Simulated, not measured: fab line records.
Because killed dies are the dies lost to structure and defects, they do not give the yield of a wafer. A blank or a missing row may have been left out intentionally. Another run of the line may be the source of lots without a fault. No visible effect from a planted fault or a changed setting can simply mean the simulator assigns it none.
What tool caused it? | flow nand-harc | Sampling: 6 lots, 18 wafers, 5 of 1159 route steps

## WHAT EACH GAUGE READ, for each wafer
NHARC_END_SORT_01.
lot  | measured     | on        | killed-at-periphery
L835 | day 22 14:11 | prober-01 | 76 4 7
L840 | day 23 12:23 | prober-01 | 3 2 2
L845 | day 24 10:14 | prober-01 | 0 2 0

## WHAT TOOL EACH LOT RAN ON (gives the tool, then ch and the chambers of the sampled wafers, and finally the start)
lot  | NHARC_P_M1_PVD_20            | NHARC_THIN_TSV_DEP_43           | NHARC_THIN_TSV_STRIP_45              | NHARC_THIN_TSV_DEGAS_49
L827 | pvd-sputter-02, day 6 16:22  | pecvd-03 ch 0,1,2, day 19 07:19 | plasma-asher-01 ch 0,1, day 19 09:09 | pvd-sputter-02, day 19 10:52
L829 | pvd-sputter-01, day 7 03:28  | pecvd-03 ch 0,1,2, day 18 22:02 | plasma-asher-01 ch 0,1, day 18 23:48 | pvd-sputter-01, day 19 01:43
L835 | pvd-sputter-02, day 8 19:21  | pecvd-02 ch 0,1, day 21 21:40   | plasma-asher-02 ch 0,1, day 21 23:31 | pvd-sputter-03, day 22 01:13
L840 | pvd-sputter-01, day 9 22:03  | pecvd-04 ch 0,1,2, day 22 18:47 | plasma-asher-02 ch 0,1, day 22 20:40 | pvd-sputter-01, day 22 22:19
L845 | pvd-sputter-01, day 10 18:33 | pecvd-02 ch 0,1,2, day 23 13:28 | plasma-asher-01 ch 0,1, day 23 15:21 | pvd-sputter-01, day 23 18:12
L847 | pvd-sputter-01, day 11 12:46 | pecvd-02 ch 0,1,2, day 24 01:08 | plasma-asher-02 ch 0,1, day 24 02:58 | pvd-sputter-01, day 24 04:43
- NHARC_P_M1_PVD_20: deposits TaN, target thk 5 nm, time 8.06 s.
- NHARC_THIN_TSV_DEP_43: deposits SiO2, target thk 1328.5 nm.
- NHARC_THIN_TSV_STRIP_45: strips in O2.
- NHARC_THIN_TSV_DEGAS_49: time 120 s.

## THE ANSWER, worked out from the rows above alone
Rule: what is usual is taken from the lots themselves. The widest of any qualifying gaps counts: lots, ordered by their means at a reading, are off when they make up no more than a third of the lots, leave a main group of 4 or more, and stand apart from it by 3 or more times the standard deviation of that group's means. The tables above print the reading to a certain number of digits; a main group whose means all agree to those digits is not used. Also off: a lot with no number at a reading for which 4 or more lots have one. All remaining lots with rows at the step are treated as sound.
No lot is off at any reading shown: from this, nothing can be told.

## WHAT HAD BEEN PUT IN BY THE SIMULATOR
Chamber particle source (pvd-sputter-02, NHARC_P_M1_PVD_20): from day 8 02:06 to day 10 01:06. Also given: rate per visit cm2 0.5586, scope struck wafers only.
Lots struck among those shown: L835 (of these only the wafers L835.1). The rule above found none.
